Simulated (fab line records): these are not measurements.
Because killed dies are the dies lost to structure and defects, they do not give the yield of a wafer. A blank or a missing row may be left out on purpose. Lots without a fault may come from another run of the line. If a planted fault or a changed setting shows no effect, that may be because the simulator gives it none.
Comparing a struck lot with a sound one / flow n5Finfet / 26 steps out of a route of 1938
Sound: wafers L164.2, L164.4, L164.6. The struck wafers were L168.1, L168.4, L168.6. At the end, the cause is stated.
At each step with rows: each side's tool, then ch and its chambers, then its first start. Under that, the readings that differ: sound wafers / struck wafers / difference of the means / sigmas: that difference in standard deviations of wafers without a fault.
alike: readings whose means differ by less than 2 such deviations, and words and numbers that are the same on both sides. not compared: withheld readings, readings that some wafer has no value for, bounds like >300 that may hide the same value, and numbers for which the record gives no deviation and whose values overlap.
A row with sigmas, a row that says differs or no value, or rows on one side alone: a step with any of these is where the two part. Numbers that have no deviation but don't overlap get no sigmas and don't part them. Lack of a reading on every wafer of one side parts them only where that side has two or more wafers.

first, 9 steps without rows for these wafers: N5_MOL_CONTACT_COAG_SRD_126 (dry time 32 s); N5_MOL_CONTACT_COAG_CMP_23 (polishes, stops on SiO2, t overpolish 1.5 s, target thk 0 nm); N5_MOL_CONTACT_COAG_WET_ETCH_26 (target Co, target depth 13 nm); N5_MOL_CONTACT_COAG_WET_ETCH_116 (etches the open film in SC1-inhibited, target depth 4.6 nm, rinse time 30 s); N5_MOL_CONTACT_COAG_ALD_27 (deposits SiOC, target thk 17 nm, pulse time 1.5 s, time 2720 s); N5_MOL_CONTACT_COAG_CMP_28 (polishes, stops on SiNx, t overpolish 0.85 s, target thk 14.522 nm); N5_MOL_CONTACT_COAG_ALD_123 (deposits SiNx, target thk 5 nm, pulse time 1 s, purge time 2 s); N5_MOL_CONTACT_COAG_PECVD_31 (deposits SiO2 from TEOS/O2, target thk 46 nm, time 8.9 s); N5_MOL_CONTACT_COAG_COAT_75 (time 60 s, resist thk 60 nm).
N5_MOL_CONTACT_COAG_COAT_76: time 60 s, resist thk 10 nm.
  sound on lithoTrack-01 ch 0, day 6 06:50; struck on lithoTrack-01 ch 0, day 7 06:39
reading=spinSpeedRpm (rpm); sound=1500.5 1500.9 1501.2; struck=1164.9 1162.6 1162.3; difference=-337.6; sigmas=-99 or more
reading=model.SiARC_of_MOL_CONTACT_COAG_COAT_76.thkNm (nm); sound=10 10 10; struck=11.2 11.4 11.4; difference=+1.3; sigmas=
  alike: exhaustPa, heaterPowerTotalW
then, 9 steps without rows for these wafers: N5_MOL_CONTACT_COAG_COAT_77 (time 60 s, resist thk 10 nm); N5_MOL_CONTACT_COAG_COAT_78 (resist thk 40 nm); N5_MOL_CONTACT_COAG_EBR_80; N5_MOL_CONTACT_COAG_SOFTBAKE_79 (time 60 s); N5_MOL_CONTACT_COAG_EXPOSE_81 (exposes mask VG, defocus 0 nm); N5_MOL_CONTACT_COAG_PEB_82 (peb time 60 s); N5_MOL_CONTACT_COAG_DEVELOP_83 (develop time 30 s); N5_MOL_CONTACT_COAG_DESCUM_88 (chemistry O2, time 7 s); N5_MOL_CONTACT_COAG_ETCH_89 (etches underlayer in N2/H2, target depth 13 nm, time 10.4 s).
N5_MOL_CONTACT_COAG_ETCH_90: etches SiARC in CF4, target depth 13 nm, time 21.7 s.
  sound on rieDiel-04 ch 0,1,3, day 6 07:25; struck on rieDiel-01 ch 0,3, day 7 07:19
reading=etchRfOnTimeS (s); sound=21.2 20.9 21.5; struck=24.2 24.3 24.4; difference=+3.1; sigmas=+10
reading=model.etch.depthNm (nm); sound=9.968 9.971 9.994; struck=11.28 11.31 11.33; difference=+1.33; sigmas=
reading=model.CAR-EUV_of_MOL_CONTACT_COAG_COAT_78.thkNm (nm); sound=16.8 16.8 17; struck=15.8 15.6 15.6; difference=-1.2; sigmas=
  alike: biasW, drypumpMotorCurrentA, oesProductAu, rfVppV, showerheadPlenumPTorr, throttleValvePct
  not compared: rfHoursCounterH
then, 1 step without rows for these wafers: N5_MOL_CONTACT_COAG_ALD_131 (deposits SiO2, target thk 5 nm, pulse time 1 s, co reactant pulse time 1 s).
N5_MOL_CONTACT_COAG_ETCHBACK_132: etches SiO2 in CHF3, target depth 10 nm, time 6.7 s.
  sound on rieDiel-05 ch 1,3, day 6 07:41; struck on rieDiel-04 ch 1,2, day 7 07:37
reading=model.CAR-EUV_of_MOL_CONTACT_COAG_COAT_78.thkNm (nm); sound=15.4 15.4 15.6; struck=14.2 14.2 14.2; difference=-1.3; sigmas=
  alike: biasW, drypumpMotorCurrentA, oesProductAu, rfVppV, showerheadPlenumPTorr, throttleValvePct
  not compared: rfHoursCounterH
N5_MOL_CONTACT_COAG_ETCH_91: etches SOC in N2/H2, target depth 60 nm, overetch 21 nm, time 101.2 s.
  sound on rieDiel-05 ch 1,3, day 6 07:43; struck on rieDiel-04 ch 1,2, day 7 07:40
reading=model.SiARC_of_MOL_CONTACT_COAG_COAT_76.thkNm (nm); sound=5.8 5.8 5.8; struck=7 7.2 7.2; difference=+1; sigmas=
  alike: biasW, drypumpMotorCurrentA, oesProductAu, rfVppV, showerheadPlenumPTorr, throttleValvePct
  not compared: rfHoursCounterH
then, 1 step without rows for these wafers: N5_MOL_CONTACT_COAG_STRIP_92 (strips in N2/H2).
-- a jump in the record: the struck wafers' starts before and after are 4 days apart (it breaks off in module MOL_CONTACT_COAG and resumes in module BEOL_M4, where the first step shown is number 1111 of the route) --
N5_BEOL_M4_RC_MEAS_101:
  sound on prober-02 ch 0, day 9 21:22; struck on prober-01 ch 0, day 11 06:35
reading=DIBL_N (mV/V); sound=37.3 36.7 38.5; struck=35.3 34.0 34.8; difference=-2.8; sigmas=-2
  alike: DIBL_P, IOFF_N, IOFF_P, ION_N, ION_P, SS_N, SS_P, VT_N, VT_P
N5_PASSIVATION_PROBE_49:
  the record holds rows for the sound wafers here (prober-01, day 14 11:27) but none for the struck ones

## WHERE THEY PART
At N5_MOL_CONTACT_COAG_COAT_76 first; at N5_PASSIVATION_PROBE_49 last (within this record only).

WHY: what the simulator had put in
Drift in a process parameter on lithoTrack-01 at N5_MOL_CONTACT_COAG_COAT_76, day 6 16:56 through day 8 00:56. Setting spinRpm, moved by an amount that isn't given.
